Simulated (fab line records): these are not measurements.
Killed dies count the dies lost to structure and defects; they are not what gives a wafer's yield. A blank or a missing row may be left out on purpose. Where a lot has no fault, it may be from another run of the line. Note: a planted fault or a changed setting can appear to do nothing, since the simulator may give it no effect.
fab line records | flow n5_finfet
[record] lots = 5 wafers = 15 last_day = 17
route steps=1938 shown DUMMY_GATE@216 BEOL_M4@1111 PASSIVATION@1936
lots with no fault: from the same line, run without faults
start_h: start of the lot's first displayed wafer, in hours after the record's first day | wait_h: time in hours since the lot's previous step | " same as the row above | L1.1+2: one row covering several wafers at once | - either no value or no given start | * or withheld: withheld | < > ~ a bound
route shown NAME@n: names a module that has steps shown in the file, with the first one's number in the route | usual: mean and standard deviation over wafers with no fault | same: alike in all rows | chamber/n: place in a boat | sites: readings site by site | _std_site: how widely they spread, as a standard deviation | _edge_site: inner sites' mean taken away from outer sites' mean | radius_mm: for every site, how far away it sits from the centre of the wafer | mask NAME#n: copy n | behind: the tool/chamber that last shaped the wafer | hold: what put the lot on hold/how long, in hours/how the hold closed | device: which transistor (n, p or np) failed to switch | end of line: tests of these same wafers at the route's end | for a step that has no rows: nothing shown but its recipe | killed: count of dies lost to structure and defects at first sort (not the wafer's yield) | map: a wafer's dies, marking killed ones x, the rest . and places with no die _
set.NAME: the setting as run; set.NAME@STEP: as run at that earlier step | model.NAME: the simulator's own value behind a step, which no gauge read
lots at selected steps of the route; one table per step, one row per wafer
services: when a tool's chamber went out of use (start_h, in hours from the record's first day, below 0 if earlier), for how many hours, and the reason
[[steps]]
[step N5_DUMMY_GATE_PRECLEAN_46]
[recipe] chemistry = DIW time_s = 89.5 temp_c = 23
[step N5_DUMMY_GATE_SRD_47]
[recipe] dry_time_s = 32 dry = n2_spin spin_rpm = 1500
[step N5_DUMMY_GATE_CMP_04]
[recipe] material = a-Si post_cmp_clean = alkaline_brush
[step N5_DUMMY_GATE_HM_DEP_06]
[recipe] material = SiNx target_thk_a = 800 precursor = DCS/NH3 temp_c = 700 pressure_mtorr = 300 time_s = 5141
[step N5_DUMMY_GATE_PECVD_30]
[recipe] material = SiO2 target_thk_a = 550 temp_c = 400 precursor = TEOS/O2 pressure_torr = 6.5 rf_w = withheld teos_flow_sccm = withheld gas = O2 flow_sccm = 2650 time_s = 10.8
[step N5_DUMMY_GATE_COAT_34]
[recipe] resist = SOC temp_c = 250 time_s = 60 spin_rpm = 1500 resist_thk_nm = 60
[step N5_DUMMY_GATE_COAT_35]
[recipe] resist = SiARC temp_c = 220 time_s = 60 spin_rpm = 1500 resist_thk_nm = 10
[step N5_DUMMY_GATE_COAT_28]
[recipe] resist = underlayer temp_c = 205 time_s = 60 spin_rpm = 1500 resist_thk_nm = 10
[step N5_DUMMY_GATE_COAT_09]
[recipe] resist = CAR-EUV spin_rpm = 1500 resist_thk_nm = 30
[step N5_DUMMY_GATE_EBR_11]
[recipe] solvent = PGMEA ebr_width_mm = 1.5
[step N5_DUMMY_GATE_SOFTBAKE_10]
[recipe] temp_c = 110 time_s = 60 resist = CAR-EUV
[step N5_DUMMY_GATE_EXPOSE_12]
[recipe] mask_id = GATE na = 0.33 source_shape = annular sigma_inner = 0.2 sigma_outer = 0.6 polarization = unpolarized target_cd_nm = 25 dose_mj = 34
[usual] exposure_dose_mJ_cm2 = 34.4/0.33
// columns lot.wafer tool chamber start_h wait_h mask exposure_dose_mJ_cm2
L425.3 euv_scanner-01 0 69.69 - GATE#0 34.7
L425.4 " 0 " " GATE#0 34.7
L425.5 " 0 " " GATE#0 34.6
L433.1 euv_scanner-01 0 118.61 - GATE#0 34.7
L433.3 " 0 " " GATE#0 34.6
L433.6 " 0 " " GATE#0 34.6
L441.1 euv_scanner-01 0 166.54 - GATE#0 38.7
L441.4 " 0 " " GATE#0 38.6
L441.5 " 0 " " GATE#0 38.7
L442.2 euv_scanner-01 0 171.64 - GATE#0 37.9
L442.4 " 0 " " GATE#0 37.9
L442.6 " 0 " " GATE#0 37.9
L444.3 euv_scanner-01 0 183.60 - GATE#0 37.3
L444.5 " 0 " " GATE#0 37.3
L444.6 " 0 " " GATE#0 37.2
[step N5_DUMMY_GATE_PEB_13]
[recipe] peb_temp_c = 100 peb_time_s = 60 resist = CAR-EUV
[step N5_DUMMY_GATE_DEVELOP_14]
[recipe] develop_time_s = 30 developer = TMAH resist = CAR-EUV rinse_liquid = surfactant_rinse dry = air_spin dev_temp_c = 23
[step N5_DUMMY_GATE_CD_MEAS_15]
[recipe] target_cd_nm = 25.8 landing_energy_ev = 500 detector = se_inlens
[usual] cd_nm = 24.98/0.29
// columns lot.wafer tool chamber start_h wait_h cd_nm
L425.3 cd_sem-02 0 69.81 - 25.25
L425.4 " 0 " " 25.02
L425.5 " 0 " " 24.78
L433.1 cd_sem-03 0 118.74 - 25.20
L433.3 " 0 " " 25.06
L433.6 " 0 " " 25.13
L441.1 cd_sem-02 0 166.67 - 22.90
L441.4 " 0 " " 23.12
L441.5 " 0 " " 23.26
L442.2 cd_sem-01 0 171.76 - 23.61
L442.4 " 0 " " 23.33
L442.6 " 0 " " 23.58
L444.3 cd_sem-02 0 183.72 - 23.61
L444.5 " 0 " " 23.52
L444.6 " 0 " " 23.45
[step N5_DUMMY_GATE_DESCUM_20]
[recipe] chemistry = O2 time_s = 6.2 source_power_w = 50 bias_power_w = 20 pressure_mtorr = 20 rf_frequency_hz = 2.712e+07 temp_c = 40 resist = CAR-EUV o2_flow_sccm = 225
[step N5_DUMMY_GATE_ETCH_29]
[recipe] chemistry = N2/H2 target = underlayer target_depth_a = 130 ion_energy_ev = 200 pressure_mtorr = 30 source_w = 840 bias_w = 150 n2_flow_sccm = 200 h2_flow_sccm = 200
[step N5_DUMMY_GATE_ETCH_36]
[recipe] chemistry = CF4 target = SiARC target_depth_a = 130 pressure_mtorr = 40 source_w = 545 bias_w = 36 Ar_flow_sccm = 100 cf4_flow_sccm = 100 ion_energy_ev = 80
[step N5_DUMMY_GATE_ETCH_37]
[recipe] chemistry = N2/H2 target = SOC target_depth_a = 600 overetch_a = 300 temp_c = 40 ion_energy_ev = 200 pressure_mtorr = 30 source_w = 840 bias_w = 150 n2_flow_sccm = 200 h2_flow_sccm = 200
[step N5_DUMMY_GATE_STRIP_38]
[recipe] chemistry = N2/H2 temp_c = 40 n2_flow_sccm = 200 h2_flow_sccm = 200 rf_frequency_hz = 6e+07
[step N5_DUMMY_GATE_STRIP_39]
[recipe] chemistry = N2/H2 temp_c = 40 n2_flow_sccm = 200 h2_flow_sccm = 200 rf_frequency_hz = 6e+07
[step N5_DUMMY_GATE_TRIM_49]
[recipe] chemistry = O2 resist = SOC time_s = 29 target_cd_nm = 14 source_power_w = 300 bias_power_w = 0 O2_flow_sccm = 100 temp_c = 20
[usual] drypump_motor_current_A = 5.7/0.45 oes_product_au = 1.003/0.02 throttle_valve_pct = 8.09/0.15
// columns lot.wafer tool chamber start_h wait_h drypump_motor_current_A oes_product_au rf_hours_counter_h throttle_valve_pct model.DUMMY_GATE.cd_nm
L425.3 rie_si-02 1 70.16 0.0 4.9 0.991 13 7.88 14
L425.4 " 2 " " 5.8 1.024 134 8.15 13.4
L425.5 " 3 " " 6.0 1.039 - 7.88 14.2
L433.1 rie_si-06 3 119.10 0.0 5.8 1.008 154 8.27 13.8
L433.3 " 1 " " 5.7 1.001 101 8.04 14
L433.6 " 1 " " 5.7 0.998 - 8.05 14.2
L441.1 rie_si-01 1 167.02 0.0 5.0 0.987 4 8.07 12.2
L441.4 " 2 " " 5.7 0.988 - 8.22 11.4
L441.5 " 1 " " 5.0 0.993 - 8.05 12.4
L442.2 rie_si-01 2 172.11 0.0 5.7 0.981 144 8.22 12.2
L442.4 " 3 " " 6.4 1.011 - 8.19 12.2
L442.6 " 1 " " 5.1 0.983 - 8.07 12.8
L444.3 rie_si-01 3 184.07 0.0 6.4 1.015 189 8.21 12.6
L444.5 " 2 " " 5.7 0.980 - 8.23 12.2
L444.6 " 3 " " 6.5 1.017 - 8.21 11.8
[step N5_DUMMY_GATE_STRIP_40]
[recipe] chemistry = CF4 resist = SiARC power_w = 300 bias_power_w = 75 pressure_mtorr = 50 cf4_flow_sccm = 150 rf_frequency_hz = 6e+07
[step N5_DUMMY_GATE_CD_MEAS_50]
[recipe] target_cd_nm = 14
[usual] cd_nm = 13.9/0.53
// columns lot.wafer tool chamber start_h wait_h cd_nm
L425.3 cd_sem-02 - 70.32 0.0 14.0
L425.4 " - " " 13.5
L425.5 " - " " 14.2
L433.1 cd_sem-02 - 119.24 0.0 13.8
L433.3 " - " " 14.4
L433.6 " - " " 14.0
L441.1 cd_sem-01 - 167.30 0.0 12.3
L441.4 " - " " 11.6
L441.5 " - " " 12.0
L442.2 cd_sem-02 - 172.42 0.0 12.1
L442.4 " - " " 12.1
L442.6 " - " " 12.7
L444.3 cd_sem-01 - 184.23 0.0 12.5
L444.5 " - " " 12.1
L444.6 " - " " 11.9
[step N5_DUMMY_GATE_ETCH_31]
[recipe] chemistry = C4F6/O2 target = SiO2 mask_material = SOC target_depth_a = 825 time_s = 27.5 ion_energy_ev = 250 pressure_mtorr = 30 source_w = 345 bias_w = 185 Ar_flow_sccm = 300 C4F6_flow_sccm = 10 O2_flow_sccm = 10
[step N5_DUMMY_GATE_STRIP_41]
[recipe] chemistry = O2 power_w = 400 temp_c = 40 pressure_mtorr = 30 rf_frequency_hz = 6e+07 bias_power_w = 0 overash_fraction = 0.3 o2_flow_sccm = 225
[step N5_DUMMY_GATE_HM_OPEN_21]
[recipe] chemistry = CH3F/O2 target = SiNx target_depth_a = 1200 Ar_flow_sccm = 150 CH3F_flow_sccm = 30 O2_flow_sccm = 23 time_s = 171.4 pressure_mtorr = 30 source_w = 395 bias_w = 73 ion_energy_ev = 120.7
[step N5_DUMMY_GATE_ETCH_32]
[recipe] chemistry = CF4 target = SiO2 target_depth_a = 35 time_s = 3.9 ion_energy_ev = 350 pressure_mtorr = 10 icp_w = 800 bias_w = 400 cf4_flow_sccm = 80
[step N5_DUMMY_GATE_ETCH_23]
[recipe] chemistry = HBr/Cl2/O2 HBr_flow_sccm = 150 Cl2_flow_sccm = 80 O2_flow_sccm = 12 bias_w = 102 target_depth_a = 410 time_s = 22.3 target = poly-Si mask_material = SiO2 pressure_mtorr = 10 icp_w = 800
[step N5_DUMMY_GATE_ETCH_44]
[recipe] chemistry = HBr/O2 over_etch_frac = 0.7 target_depth_a = 1275 stop_on = SiO2 ion_energy_ev = 60 bias_w = 20 target = poly-Si mask_material = SiO2 pressure_mtorr = 20 icp_w = 400 HBr_flow_sccm = 120 O2_flow_sccm = 10
[step N5_DUMMY_GATE_CD_MEAS_24]
[recipe] target_cd_nm = 15
[usual] cd_nm = 14.8/0.6
// columns lot.wafer tool chamber start_h wait_h cd_nm
L425.3 cd_sem-01 - 70.81 0.1 14.8
L425.4 " - " " 14.3
L425.5 " - " " 15.3
L433.1 cd_sem-03 - 119.74 0.1 14.9
L433.3 " - " " 15.4
L433.6 " - " " 15.0
L441.1 cd_sem-01 - 167.80 0.1 13.3
L441.4 " - " " 12.4
L441.5 " - " " 12.9
L442.2 cd_sem-02 - 172.97 0.1 13.0
L442.4 " - " " 14.0
L442.6 " - " " 14.7
L444.3 cd_sem-01 - 184.77 0.1 13.3
L444.5 " - " " 13.3
L444.6 " - " " 12.5
[step N5_DUMMY_GATE_ETCH_42]
[recipe] chemistry = CHF3/O2 target = SiO2 target_depth_a = 35 time_s = 31 ion_energy_ev = 30 bias_w = 12 pressure_mtorr = 30 source_w = 600 Ar_flow_sccm = 200 CHF3_flow_sccm = 50 O2_flow_sccm = 5
[usual] drypump_motor_current_A = 5.7/0.31 oes_product_au = 0.81/0.069 rf_vpp_V = 42.8/1.4 showerhead_plenum_p_Torr = 2.41/0.082 throttle_valve_pct = 18.74/0.25
// columns lot.wafer tool chamber start_h wait_h drypump_motor_current_A oes_product_au rf_hours_counter_h rf_vpp_V showerhead_plenum_p_Torr throttle_valve_pct model.DUMMY_GATE.cd_nm
L425.3 rie_diel-03 0 70.85 0.0 5.7 0.94 10 45.5 2.56 18.95 14.6
L425.4 " 1 " " 5.4 0.83 71 43.7 2.47 18.66 14
L425.5 " 1 " " 5.4 0.83 - 43.0 2.46 18.66 15.4
L433.1 rie_diel-04 2 120.04 0.3 6.0 0.73 200 41.2 2.29 18.84 15.2
L433.3 " 0 " " 5.7 0.82 87 41.4 2.42 18.69 15.2
L433.6 " 3 " " 5.0 0.80 - 43.2 2.41 18.34 15.4
L441.1 rie_diel-03 2 167.85 0.0 5.7 0.77 144 45.1 2.53 19.20 13.2
L441.4 " 3 " " 5.9 0.72 212 42.9 2.41 19.04 12.2
L441.5 " 1 " " 5.3 0.82 - 43.3 2.45 18.71 13
L442.2 rie_diel-03 3 173.01 0.0 5.9 0.71 214 42.2 2.41 19.05 13.2
L442.4 " 0 " " 5.7 0.87 43 43.0 2.55 19.00 14
L442.6 " 1 " " 5.4 0.81 - 43.0 2.45 18.72 14.4
L444.3 rie_diel-04 1 184.81 0.0 5.7 0.89 61 43.5 2.35 18.50 13.6
L444.5 " 2 " " 6.0 0.70 - 41.5 2.28 18.84 13.4
L444.6 " 1 " " 5.7 0.88 - 44.7 2.35 18.51 12.6
[step N5_DUMMY_GATE_STRIP_48]
[recipe] chemistry = N2/H2 time_s = 20 power_w = 100 temp_c = 40 pressure_mtorr = 100 rf_frequency_hz = 6e+07 bias_power_w = 3 n2_flow_sccm = 300 h2_flow_sccm = 300
[step N5_DUMMY_GATE_PRECLEAN_33]
[recipe] chemistry = dHF time_s = 10 dilution = 750:1 temp_c = 25
[step N5_DUMMY_GATE_PRECLEAN_25]
[recipe] chemistry = O3/DIW time_s = 45 temp_c = 22 o3_ppm = 10
[step N5_DUMMY_GATE_PRECLEAN_51]
[recipe] chemistry = SC2 time_s = 45 temp_c = 35 mix = 1:1:50
[step N5_DUMMY_GATE_SRD_26]
[recipe] dry = ipa_marangoni time_s = 30 temp_c = 23 rinse_liquid = diw
[step N5_DUMMY_GATE_UV_OZONE_45]
[recipe] time_s = 120 pressure_torr = 760 temp_c = 25
[step N5_BEOL_M4_RC_MEAS_101]
[usual] DIBL_N = 37.1/2.4 DIBL_P = 37/3 IOFF_N = 0.18/0.053 IOFF_P = 0.21/0.05 ION_N = 674/14 ION_P = 459/9.2 SS_N = 72.1/0.9 SS_P = 73.4/0.89 VT_N = 250/3.8 VT_P = -251/3.7
// columns lot.wafer tool chamber start_h wait_h DIBL_N[mV/V] DIBL_P[mV/V] IOFF_N[nA/um] IOFF_P[nA/um] ION_N[uA/um] ION_P[uA/um] SS_N[mV/dec] SS_P[mV/dec] VT_N[mV] VT_P[mV]
L425.3 prober-01 0 200.94 0.5 36.2 35 0.14 0.17 668 446 71.3 72.7 254 -254
L425.4 " 0 " " 40.4 41 0.23 0.26 672 457 72.6 74.7 250 -250
L425.5 " 0 " " 35.9 35 0.14 0.18 669 461 71.8 72.9 252 -254
L433.1 prober-02 0 254.14 0.0 34.5 33 0.12 0.15 667 456 71.0 72.0 253 -258
L433.3 " 0 " " 36.3 37 0.17 0.20 675 456 71.9 73.2 248 -252
L433.6 " 0 " " 35.9 37 0.16 0.19 672 459 72.0 72.9 249 -252
L441.1 prober-02 0 288.09 0.0 42.0 43 0.29 0.31 689 462 73.9 75.5 245 -249
L441.4 " 0 " " 46.2 47 0.46 0.44 713 473 74.5 76.4 239 -243
L441.5 " 0 " " 42.0 42 0.27 0.30 684 458 73.7 75.0 248 -249
L442.2 prober-02 0 309.45 0.2 41.7 43 0.31 0.28 683 451 74.6 75.5 243 -250
L442.4 " 0 " " 37.4 40 0.19 0.22 677 456 72.3 73.5 248 -255
L442.6 " 0 " " 35.7 35 0.15 0.16 655 438 72.5 73.3 253 -257
L444.3 prober-01 0 312.76 0.3 42.2 42 0.29 0.28 694 461 73.8 74.0 245 -247
L444.5 " 0 " " 44.0 44 0.34 0.32 701 468 74.4 74.1 245 -245
L444.6 " 0 " " 44.5 45 0.32 0.33 697 455 73.8 76.2 244 -249
[step N5_PASSIVATION_PROBE_49]
[usual] defect_limited_yield = 91.6/1.4 killed_at_M0_to_M3 = 32/9.5 killed_at_M4_up = 13/6 killed_at_contacts = 12/5.6 killed_at_front_end = 39/11 killed_at_other = 2.8/2.3 killed_dies = 99/16 killed_open = 65/12 killed_short = 32/7.6 sort_bin_4_leakage = 0.1/0.88 sort_bin_5_function = 4.8/0.88 sort_bin_6_memory = 3.2/0.65 sort_bin_8_speed = 0.2/2 sort_n_pass = 1077/29 sort_yield_pct = 91.2/2.5
[same] gross_dies = 1180 killed_at_back_side = 0
// columns lot.wafer tool chamber start_h wait_h defect_limited_yield[%] killed_at_M0_to_M3 killed_at_M4_up killed_at_contacts killed_at_front_end killed_at_other killed_dies killed_open killed_short sort_bin_4_leakage[%] sort_bin_5_function[%] sort_bin_6_memory[%] sort_bin_8_speed[%] sort_n_pass sort_yield_pct[%]
L425.3 prober-02 - 311.81 0.1 93.3 33 11 8 26 1 79 50 29 0 3.9 2.6 0 1101 93.3
L425.4 prober-02 - 311.86 0.2 92.4 37 7 12 33 1 90 69 21 0 4.1 3.3 0 1090 92.4
L425.5 prober-02 - 311.91 0.2 92.3 27 9 14 39 2 91 57 32 0 4.4 3.0 0 1089 92.3
L441.1 prober-01 - 394.93 0.0 87.8 19 11 9 104 1 144 64 28 0.3 9.2 2.6 0 1032 87.5
L441.4 prober-01 - 395.08 0.2 80.3 26 14 9 182 2 233 67 39 30.3 15.5 3.7 0 590 50.0
L441.5 prober-01 - 395.13 0.2 82.3 46 10 5 143 5 209 73 37 0 13.2 4.0 0 971 82.3
L442.2 prober-02 - 411.91 0.1 91.5 23 8 5 64 0 100 46 12 0.7 6.7 1.7 0 1072 90.8
L442.4 prober-02 - 412.01 0.2 93.0 24 13 13 32 1 83 56 23 0 3.9 3.1 0 1097 93.0
L442.6 prober-02 - 412.11 0.3 92.9 19 8 8 48 1 84 57 25 0 3.7 3.1 0.4 1091 92.5
// killed by level:class
L425.3 BEOL_M3:geometric_particle:open=9 BEOL_M0:geometric_particle:open=8 FIN_SAQP:geometric_particle:short=6 STI_FIN_REVEAL:geometric_particle:open=5 MOL_CONTACT_COAG:geometric_particle:open=5 BEOL_M1:geometric_particle:open=4 BEOL_M2:geometric_particle:short=4 FIN_SAQP:geometric_particle:open=3
L425.4 FIN_SAQP:geometric_particle:open=17 MOL_CONTACT_COAG:geometric_particle:open=9 BEOL_M0_SAQP:geometric_particle:open=9 BEOL_M2:geometric_particle:open=8 BEOL_M0_SAQP:geometric_particle:short=4 BEOL_M0:geometric_particle:open=4 BEOL_M1:geometric_particle:open=4 BEOL_M2:geometric_particle:short=4
L425.5 MOL_CONTACT_COAG:geometric_particle:open=10 FIN_SAQP:geometric_particle:open=7 FIN_SAQP:geometric_particle:short=7 BEOL_M0:geometric_particle:open=7 STI_FIN_REVEAL:geometric_particle:open=6 DUMMY_GATE:geometric_particle:open=4 GATE_CUT:geometric_particle:short=4 MOL_CONTACT_COAG:geometric_particle:short=4
L441.1 DUMMY_GATE:area_expose=48 FIN_SAQP:geometric_particle:open=15 STI_FIN_REVEAL:geometric_particle:open=7 BEOL_M1:geometric_particle:open=7 MOL_CONTACT_COAG:geometric_particle:open=7 FIN_SAQP:geometric_particle:short=6 STARTING-WAFER:geometric_particle:short=6 BEOL_M3:geometric_particle:open=5
L441.4 DUMMY_GATE:area_expose=126 STI_FIN_REVEAL:geometric_particle:open=14 FIN_SAQP:geometric_particle:open=8 DUMMY_GATE:geometric_particle:open=8 FIN_SAQP:geometric_particle:short=7 MOL_CONTACT_COAG:geometric_particle:open=7 BEOL_M1:geometric_particle:short=6 GATE_CUT:geometric_particle:short=6
L441.5 DUMMY_GATE:area_expose=97 BEOL_M1:geometric_particle:open=14 FIN_SAQP:geometric_particle:open=12 BEOL_M3:geometric_particle:open=9 DUMMY_GATE:geometric_particle:open=8 BEOL_M2:geometric_particle:open=6 STI_FIN_REVEAL:geometric_particle:open=5 GATE_CUT:geometric_particle:short=5
L442.2 DUMMY_GATE:area_expose=41 FIN_SAQP:geometric_particle:open=6 DUMMY_GATE:geometric_particle:open=6 BEOL_M0_SAQP:geometric_particle:open=6 MOL_CONTACT_COAG:geometric_particle:open=5 GATE_CUT:geometric_particle:open=4 BEOL_M1:geometric_particle:open=4 BEOL_M0_SAQP:geometric_particle:short=3
L442.4 MOL_CONTACT_COAG:geometric_particle:open=11 FIN_SAQP:geometric_particle:open=8 STI_FIN_REVEAL:geometric_particle:open=7 BEOL_M2:geometric_particle:open=7 BEOL_M0_SAQP:geometric_particle:short=6 GATE_CUT:geometric_particle:short=5 BEOL_M3:geometric_particle:open=5 BEOL_M4:geometric_particle:open=5
L442.6 STI_FIN_REVEAL:geometric_particle:open=12 MOL_CONTACT_COAG:geometric_particle:open=7 FIN_SAQP:geometric_particle:open=6 BEOL_M1:geometric_particle:open=6 STARTING-WAFER:geometric_particle:short=5 DUMMY_GATE:geometric_particle:short=5 STARTING-WAFER:geometric_particle:open=5 GATE_CUT:geometric_particle:open=4
// map L441.4 (x killed, . not)
_________________............________________
______________..x.xxx.xx..x....._____________
___________...xx.x....x..x.........__________
__________..........x...x..........._________
________.....x.........x.............._______
_______....x...x..........x...xx.......______
______.....x..x........................._____
_____.........x..........x..x............____
____.x......x......xx.......x.xx.xx...x...___
___..........x.xx.x..x.....................__
___......x......x.x...x.xxx.xxxx...x.......__
__........x..x..x.x....x.x.x.........x..x..._
__..........x.xx....x...x..xxx...xx........._
_...........x....x.xxxx.....x..x.x.x..x..x...
_xx.............xx..x.xxx...x..x....x........
_..x............xxxxx.xxxx...xx.xxx..........
_x........x.xx...xxx....xx..xxx..x......x....
_............x.xx..xxxx.x.x.x.x......xx...x..
_....x...x...xx..x....xxx....x..x.xx........x
_........x..x.x.xx...x....xx.x.x.....x...x...
_....x..x........x.x..x.xx..x....x.....x.....
__.......x......xxxxxxx..x.x....x...x..x...._
__..x....xx.....x.....x..x.x................_
___..............x.x..xxx.xx.x.x.....x.....__
___.x........xx..xx........x.........x.....__
____x..................x............x.....___
_____..x....x...x.....x.x...x.x...x.x....____
______.x.....xx...x.............x......._____
_______................................______
________.......x....x..............x.._______
__________.....x................x..._________
___________........................__________
______________.........x........_____________
_________________............________________
// map L442.2 (x killed, . not)
_________________.....x......________________
______________................x._____________
___________....x.xx................__________
__________.........................._________
________...x.........................._______
_______............x................x..______
______..............x......x....x......._____
_____........x............x..............____
____........x...........x.................___
___..x......................xx.............__
___.....................xx.....x...........__
__............x.......x....x.x.............._
__.......................x........x........x_
_......x..x......x.......x..xx.......x.....xx
_..........x.......x........xx...............
_x.........................x....x....x.......
_...............x.xxxx..x.........x..........
_........................xx..x...............
_.........x.......xx..x..x....x.x............
_.........x......x.x.......x......x..........
_...x..x....x....x...xxxx................x...
__.................x....x...x...x..........._
__x.............x.......x.x................._
___....................x...........x.......__
___.....x...........x..........x.x..x......__
____..........................x..x........___
_____....................................____
______.................................._____
_______.............x.............x....______
________.............................x_______
__________.........................._________
___________..x........x...x........__________
______________.................._____________
_________________....x.......________________
[[services]]
// columns tool chamber start_h hours kind
rie_si-06 0 47.39 10.2 repair
rie_si-01 0 50.84 - clean
rie_si-01 0 50.84 17.1 scheduled_down
rie_si-01 0 50.84 17.1 vent_cycle
rie_si-02 1 58.51 4.0 repair
rie_si-01 - 58.78 14.6 pm
euv_scanner-01 - 62.22 1.0 pm
rie_diel-04 3 63.58 3.9 repair
rie_si-01 3 81.23 9.7 repair
euv_scanner-01 - 101.90 0.8 repair
rie_si-02 2 119.32 7.9 repair
euv_scanner-01 - 126.74 1.0 pm
rie_si-01 3 127.17 14.5 repair
euv_scanner-01 - 127.75 4.6 pm
rie_si-01 - 135.75 0.1 repair
rie_diel-04 - 146.76 2.8 pm
rie_diel-04 2 163.49 3.9 repair
rie_si-01 0 165.37 12.0 repair
rie_si-01 1 168.08 2.8 repair
euv_scanner-01 - 174.52 1.0 pm
[[key]]
[first_sign] step = N5_DUMMY_GATE_EXPOSE_12 reading = exposure_dose_mJ_cm2 direction = up sigmas = 11 usual = 34.4 struck = 37.9
[effect] step = N5_DUMMY_GATE_CD_MEAS_15 reading = cd_nm direction = down sigmas = 5.5 usual = 24.98 struck = 23.38 through = control_loop
[effect] step = N5_DUMMY_GATE_CD_MEAS_50 reading = cd_nm direction = down sigmas = 3.2 usual = 13.9 struck = 12.1 through = control_loop
[effect] step = N5_DUMMY_GATE_CD_MEAS_24 reading = cd_nm direction = down sigmas = 2.6 usual = 14.8 struck = 13.3 through = control_loop
[effect] step = N5_BEOL_M4_RC_MEAS_101 reading = IOFF_N direction = up sigmas = 2.1 usual = 0.18 struck = 0.29 wafers_moved = 6
[effect] step = N5_BEOL_M4_RC_MEAS_101 reading = DIBL_N direction = up sigmas = 1.9 usual = 37.1 struck = 41.7 wafers_moved = 6
[effect] step = N5_BEOL_M4_RC_MEAS_101 reading = SS_N direction = up sigmas = 1.9 usual = 72.1 struck = 73.7 wafers_moved = 3
[effect] step = N5_BEOL_M4_RC_MEAS_101 reading = DIBL_P direction = up sigmas = 1.8 usual = 37 struck = 42 wafers_moved = 6
[effect] step = N5_BEOL_M4_RC_MEAS_101 reading = IOFF_P direction = up sigmas = 1.6 usual = 0.21 struck = 0.29 wafers_moved = 3
[effect] step = N5_BEOL_M4_RC_MEAS_101 reading = SS_P direction = up sigmas = 1.6 usual = 73.4 struck = 74.8 wafers_moved = 3
[effect] step = N5_PASSIVATION_PROBE_49 reading = sort_bin_4_leakage direction = up sigmas = 5.8 usual = 0.1 struck = 5.2 wafers_moved = 1
[model_effect] step = N5_DUMMY_GATE_TRIM_49 value = DUMMY_GATE.cd_nm without = 13.89 struck = 12.2
[model_effect] step = N5_DUMMY_GATE_ETCH_42 value = DUMMY_GATE.cd_nm without = 14.93 struck = 13.29
[more_kills_born_at] N5_DUMMY_GATE_EXPOSE_12@euv_scanner-01 = 314
met_at N5_DUMMY_GATE_EXPOSE_12
struck_wafers L441.1,L441.4,L441.5,L442.2,L442.4,L442.6,L444.3,L444.5,L444.6
rows_end L444.3,L444.5,L444.6
[loop_trim] step = N5_DUMMY_GATE_EXPOSE_12 setting = dose lots = L442,L444
onset_between 118.61 166.54
[fault] kind = process_parameter_drift tool = euv_scanner-01 chamber = - onset_h = 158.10 steps = N5_DUMMY_GATE_EXPOSE_12 channel = dose_mj offset = 4.1065 shape = step acts_in = these_recipes_only stated = 34
// rows_end: these wafers met a further fault down the route, and their rows from its step on are left out
// loop_trim: a control loop set the setting to another value than it would have without faults
